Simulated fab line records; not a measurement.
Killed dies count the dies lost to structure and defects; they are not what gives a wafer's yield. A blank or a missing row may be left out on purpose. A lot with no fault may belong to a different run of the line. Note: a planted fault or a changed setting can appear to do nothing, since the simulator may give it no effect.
Chamber matching ; flow n5-finfet ; N5_BEOL_M0_CUTY_ETCH_62 on rie-diel-02: 4 sister chambers
The step etches SiARC in CF4, time 58.5 s. 4 wafers are shown with their chamber, then 8 later ones without.

## WAFERS WITH THEIR CHAMBER
wafer;chamber;throttle-valve-pct (%)
L080.4;0;15.66
L083.3;1;15.10
L085.6;2;15.14
L086.3;3;15.80

## WAFERS WITHOUT THEIR CHAMBER
wafer;throttle-valve-pct (%)
L086.4;15.11
L086.5;15.80
L094.2;15.74
L094.3;15.83
L094.4;15.18
L096.1;15.76
L096.3;15.19
L096.5;15.20

## WHICH CHAMBER EACH WENT THROUGH
wafer;from the rows above;in truth
L086.4;can't be placed: 1 or 2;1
L086.5;3;3
L094.2;can't be placed: 3 or 0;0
L094.3;3;3
L094.4;can't be placed: 2 or 1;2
L096.1;can't be placed: 3 or 0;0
L096.3;can't be placed: 2 or 1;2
L096.5;can't be placed: 2 or 1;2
2 of 8 placed correctly. Cannot be placed on the basis of these rows: 6; the candidates contain the true chamber in 6. Number placed wrongly: 0.
How it was worked out, from the rows above alone: a wafer's distance from a chamber is the root of the sum, over the readings, of the square of ((its reading less the chamber's mean) divided by the reading's scatter). The wafer belongs to the nearest chamber; if the next one is less than 2 further off, it can't be placed. A chamber's mean is the mean of its shown wafers. The scatter: with one shown wafer a chamber, the root of the mean of the squares of how far each hidden wafer lies from its nearest shown one.
